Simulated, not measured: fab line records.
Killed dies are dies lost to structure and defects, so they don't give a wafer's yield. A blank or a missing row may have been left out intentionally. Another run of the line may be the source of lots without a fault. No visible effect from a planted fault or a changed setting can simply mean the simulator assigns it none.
Chamber matching :: flow nandHarc :: 4 sister chambers for NHARC_A_CHANNEL_HOLE_D1_ETCH_16 on rieDiel-03
The step etches the open film in O2/COS, target depth 3100 nm, time 806 s. 8 wafers are shown with their chamber, then 7 later ones without.

== EACH WAFER AND ITS CHAMBER ==
wafer: L889.5
chamber: 1
showerheadPlenumPTorr (Torr): 3.18
drypumpMotorCurrentA (A): 6.6

wafer: L891.3
chamber: 2
showerheadPlenumPTorr (Torr): 2.96
drypumpMotorCurrentA (A): 5.9

wafer: L891.4
chamber: 1
showerheadPlenumPTorr (Torr): 3.18
drypumpMotorCurrentA (A): 6.7

wafer: L892.2
chamber: 3
showerheadPlenumPTorr (Torr): 3.13
drypumpMotorCurrentA (A): 6.2

wafer: L892.4
chamber: 0
showerheadPlenumPTorr (Torr): 2.97
drypumpMotorCurrentA (A): 5.7

wafer: L892.5
chamber: 2
showerheadPlenumPTorr (Torr): 2.96
drypumpMotorCurrentA (A): 5.9

wafer: L894.2
chamber: 0
showerheadPlenumPTorr (Torr): 2.97
drypumpMotorCurrentA (A): 5.7

wafer: L894.4
chamber: 3
showerheadPlenumPTorr (Torr): 3.12
drypumpMotorCurrentA (A): 6.2

== WAFERS WHOSE CHAMBER IS MISSING ==
wafer: L894.6
showerheadPlenumPTorr (Torr): 2.97
drypumpMotorCurrentA (A): 5.7

wafer: L899.1
showerheadPlenumPTorr (Torr): 2.97
drypumpMotorCurrentA (A): 5.8

wafer: L899.2
showerheadPlenumPTorr (Torr): 3.17
drypumpMotorCurrentA (A): 6.6

wafer: L899.6
showerheadPlenumPTorr (Torr): 3.17
drypumpMotorCurrentA (A): 6.7

wafer: L903.3
showerheadPlenumPTorr (Torr): 3.17
drypumpMotorCurrentA (A): 6.7

wafer: L903.6
showerheadPlenumPTorr (Torr): 2.97
drypumpMotorCurrentA (A): 5.7

wafer: L902.3
showerheadPlenumPTorr (Torr): 2.97
drypumpMotorCurrentA (A): 5.7

== WHICH CHAMBER EACH WENT THROUGH ==
wafer: L894.6
from the rows above: 0
in truth: 0

wafer: L899.1
from the rows above: can't be placed: 0 or 2
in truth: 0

wafer: L899.2
from the rows above: 1
in truth: 1

wafer: L899.6
from the rows above: 1
in truth: 1

wafer: L903.3
from the rows above: 1
in truth: 1

wafer: L903.6
from the rows above: 0
in truth: 0

wafer: L902.3
from the rows above: 0
in truth: 0
6 of 7 placed correctly. Can't be placed from these rows: 1 (the true chamber is among the candidates in 1). Wrongly placed: 0.
How it was worked out, from the rows above alone: a wafer's distance from a chamber is the root of the sum, over the readings, of the square of ((its reading less the chamber's mean) divided by the reading's scatter). If the next closest chamber is less than 2 further off than the closest, the wafer can't be placed; otherwise it belongs to the closest. The mean given for a chamber averages the wafers shown for that chamber. How the scatter is found: for the shown wafers, subtract from each reading the mean of its chamber, square and add these, divide the total by (wafers less chambers), then take the root.
